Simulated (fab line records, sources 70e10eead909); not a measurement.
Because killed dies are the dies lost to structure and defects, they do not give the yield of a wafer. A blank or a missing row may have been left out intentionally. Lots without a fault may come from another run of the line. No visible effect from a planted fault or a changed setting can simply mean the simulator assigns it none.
Which tool did it?    flow nand_harc    Sampling: 24 lots, 72 wafers, 3 of 1302 route steps

== WHAT EACH GAUGE READ, for each wafer ==
NHARC_P_M0_INSPECT_27.
lot   measured      on                 raw_defect_count
L074  day 6 05:04   defect_inspect-02  145 208 161
L075  day 6 14:55   defect_inspect-01  230 366 129
L076  day 7 05:01   defect_inspect-01  218 399 573
L077  day 7 07:51   defect_inspect-02  176 241 249
L078  day 7 15:19   defect_inspect-01  143 171 319
L079  day 8 08:17   defect_inspect-01  352 197 249
L080  day 8 09:26   defect_inspect-01  193 110 201
L081  day 8 23:44   defect_inspect-02  177 209 271
L082  day 9 13:02   defect_inspect-02  243 308 269
L083  day 9 18:48   defect_inspect-01  159 178 343
L084  day 10 15:41  defect_inspect-01  211 373 284
L085  day 10 21:29  defect_inspect-02  331 598 212
L086  day 11 06:54  defect_inspect-01  209 233 243
L087  day 11 14:56  defect_inspect-01  256 252 306
L088  day 12 11:51  defect_inspect-02  140 293 294
L089  day 12 13:18  defect_inspect-02  168 184 237
L090  day 13 00:50  defect_inspect-02  239 303 261
L091  day 13 02:56  defect_inspect-01  194 146 201
L092  day 13 17:10  defect_inspect-02  337 213 280
L093  day 14 01:40  defect_inspect-02  698 404 507
L094  day 14 15:59  defect_inspect-01  235 224 225
L095  day 14 16:38  defect_inspect-02  205 349 315
L096  day 15 03:44  defect_inspect-02  195 246 205
L097  day 15 15:23  defect_inspect-01  219 245 159

== WHAT TOOL EACH LOT RAN ON (gives the tool, then ch and the chambers of the sampled wafers, and finally the start) ==
lot   NHARC_P_CONTACT_ETCH_36                        NHARC_P_M0_PVD_21
L074  rie_diel-04 ch 0,3, day 6 05:04 or earlier     pvd_sputter-02, day 6 05:04 or earlier
L075  rie_diel-13 ch 0,1,2, day 6 14:55 or earlier   pvd_sputter-01, day 6 14:55 or earlier
L076  rie_diel-08 ch 0,3, day 7 05:01 or earlier     pvd_sputter-02, day 7 05:01 or earlier
L077  rie_diel-04 ch 2,3, day 7 07:51 or earlier     pvd_sputter-02, day 7 07:51 or earlier
L078  rie_diel-08 ch 0,2,3, day 7 15:19 or earlier   pvd_sputter-03, day 7 15:19 or earlier
L079  rie_diel-04 ch 0,1,2, day 8 08:17 or earlier   pvd_sputter-02, day 8 08:17 or earlier
L080  rie_diel-04 ch 1,2,3, day 8 09:26 or earlier   pvd_sputter-01, day 8 09:26 or earlier
L081  rie_diel-13 ch 0,2, day 8 23:44 or earlier     pvd_sputter-02, day 8 23:44 or earlier
L082  rie_diel-04 ch 1,2, day 9 13:02 or earlier     pvd_sputter-03, day 9 13:02 or earlier
L083  rie_diel-04 ch 2,3, day 9 18:48 or earlier     pvd_sputter-02, day 9 18:48 or earlier
L084  rie_diel-13 ch 0,2,3, day 10 15:41 or earlier  pvd_sputter-03, day 10 15:41 or earlier
L085  rie_diel-04 ch 0,1,3, day 10 21:29 or earlier  pvd_sputter-02, day 10 21:29 or earlier
L086  rie_diel-08 ch 0,1,3, day 11 06:54 or earlier  pvd_sputter-03, day 11 06:54 or earlier
L087  rie_diel-04 ch 1,2,3, day 11 14:56 or earlier  pvd_sputter-01, day 11 14:56 or earlier
L088  rie_diel-13 ch 0,2,3, day 12 11:51 or earlier  pvd_sputter-02, day 12 11:51 or earlier
L089  rie_diel-13 ch 2,3, day 12 13:18 or earlier    pvd_sputter-02, day 12 13:18 or earlier
L090  rie_diel-08 ch 0,1, day 13 00:50 or earlier    pvd_sputter-01, day 13 00:50 or earlier
L091  rie_diel-13 ch 1,2, day 13 02:56 or earlier    pvd_sputter-03, day 13 02:56 or earlier
L092  rie_diel-04 ch 1,2,3, day 13 17:10 or earlier  pvd_sputter-03, day 13 17:10 or earlier
L093  rie_diel-08 ch 0,1,2, day 14 01:40 or earlier  pvd_sputter-01, day 14 01:40 or earlier
L094  rie_diel-08 ch 0,2,3, day 14 15:59 or earlier  pvd_sputter-03, day 14 15:59 or earlier
L095  rie_diel-04 ch 0,3, day 14 16:38 or earlier    pvd_sputter-03, day 14 16:38 or earlier
L096  rie_diel-08 ch 2,3, day 15 03:44 or earlier    pvd_sputter-01, day 15 03:44 or earlier
L097  rie_diel-04 ch 0,2,3, day 15 15:23 or earlier  pvd_sputter-02, day 15 15:23 or earlier
- NHARC_P_CONTACT_ETCH_36: etches the open film in N2/H2, target depth 260 nm, time 406.25 s.
- NHARC_P_M0_PVD_21: deposits Cu, target thk 30 nm, time 20.49 s.

== WHAT THE TOOLS THEMSELVES READ (means of the sampled wafers that have a number; where no wafer has one, the mark that the record gives instead) ==
NHARC_P_CONTACT_ETCH_36.
lot   tool         drypump_motor_current_A (A)  mfc_ar_sccm (sccm)  oes_product_au (a.u.)  rf_vpp_V (V)  showerhead_plenum_p_Torr (Torr)  throttle_valve_pct (%)
L074  rie_diel-04  5.9                          0.008               1.003                  428.1         1.97                             14.166
L075  rie_diel-13  5.6                          0.013               1.003                  429.9         2.02                             14.170
L076  rie_diel-08  6.0                          0.000               1.005                  432.4         2.12                             14.168
L077  rie_diel-04  5.8                          0.000               1.004                  428.4         1.98                             14.177
L078  rie_diel-08  6.0                          0.000               1.007                  431.7         2.08                             14.170
L079  rie_diel-04  5.5                          0.015               0.999                  431.2         2.03                             14.162
L080  rie_diel-04  5.7                          0.007               1.009                  429.5         1.98                             14.171
L081  rie_diel-13  6.0                          0.009               1.004                  430.8         2.03                             14.172
L082  rie_diel-04  5.4                          0.007               0.997                  431.0         2.04                             14.169
L083  rie_diel-04  5.5                          0.000               1.004                  430.7         2.03                             14.171
L084  rie_diel-13  6.0                          0.005               1.012                  430.2         2.03                             14.169
L085  rie_diel-04  5.8                          0.015               0.995                  428.0         1.97                             14.174
L086  rie_diel-08  5.9                          0.000               1.000                  431.6         2.07                             14.175
L087  rie_diel-04  5.7                          0.007               1.010                  429.5         1.98                             14.178
L088  rie_diel-13  5.9                          0.005               1.008                  430.5         2.03                             14.180
L089  rie_diel-13  6.1                          0.009               0.992                  428.6         1.96                             14.174
L090  rie_diel-08  5.8                          0.000               0.998                  430.9         2.09                             14.168
L091  rie_diel-13  5.5                          0.022               1.006                  428.0         1.95                             14.167
L092  rie_diel-04  5.7                          0.007               1.009                  429.8         1.98                             14.169
L093  rie_diel-08  5.8                          0.000               1.001                  429.5         2.02                             14.171
L094  rie_diel-08  6.0                          0.000               1.000                  431.6         2.08                             14.177
L095  rie_diel-04  5.8                          0.016               1.001                  429.7         2.02                             14.174
L096  rie_diel-08  5.9                          0.000               1.002                  429.6         2.02                             14.165
L097  rie_diel-04  5.7                          0.008               1.007                  429.2         2.02                             14.166

NHARC_P_M0_PVD_21.
lot   tool            throttle_valve_pct (%)
L074  pvd_sputter-02  30.3
L075  pvd_sputter-01  30.4
L076  pvd_sputter-02  31.0
L077  pvd_sputter-02  30.4
L078  pvd_sputter-03  29.5
L079  pvd_sputter-02  29.3
L080  pvd_sputter-01  30.3
L081  pvd_sputter-02  30.6
L082  pvd_sputter-03  28.4
L083  pvd_sputter-02  30.5
L084  pvd_sputter-03  29.9
L085  pvd_sputter-02  29.1
L086  pvd_sputter-03  29.7
L087  pvd_sputter-01  30.6
L088  pvd_sputter-02  30.3
L089  pvd_sputter-02  29.5
L090  pvd_sputter-01  30.6
L091  pvd_sputter-03  29.9
L092  pvd_sputter-03  29.6
L093  pvd_sputter-01  30.8
L094  pvd_sputter-03  29.6
L095  pvd_sputter-03  29.8
L096  pvd_sputter-01  30.4
L097  pvd_sputter-02  30.6

== THE ANSWER, worked out from the rows above alone ==
Rule: the lots themselves supply what counts as usual. The widest of any qualifying gaps counts: lots, ordered by their means at a reading, are off when they make up no more than a third of the lots, leave a main group of 4 or more, and stand apart from it by 3 or more times the standard deviation of that group's means. Not used: any main group whose means are identical at the precision the tables above print for the reading. Also off: a lot with no number at a reading for which 4 or more lots have one. Any other lot the step has rows for is counted as sound. The gauges are gone through in route order, then the tools' own readings, and for those a lot's mean is taken as printed above. The first step at which some lot is off is used, and at that step the reading that is off furthest; a lot without a number counts as furthest.
No lot is off at any reading shown: from this, nothing can be told.

== WHAT THE SIMULATOR HAD INSERTED ==
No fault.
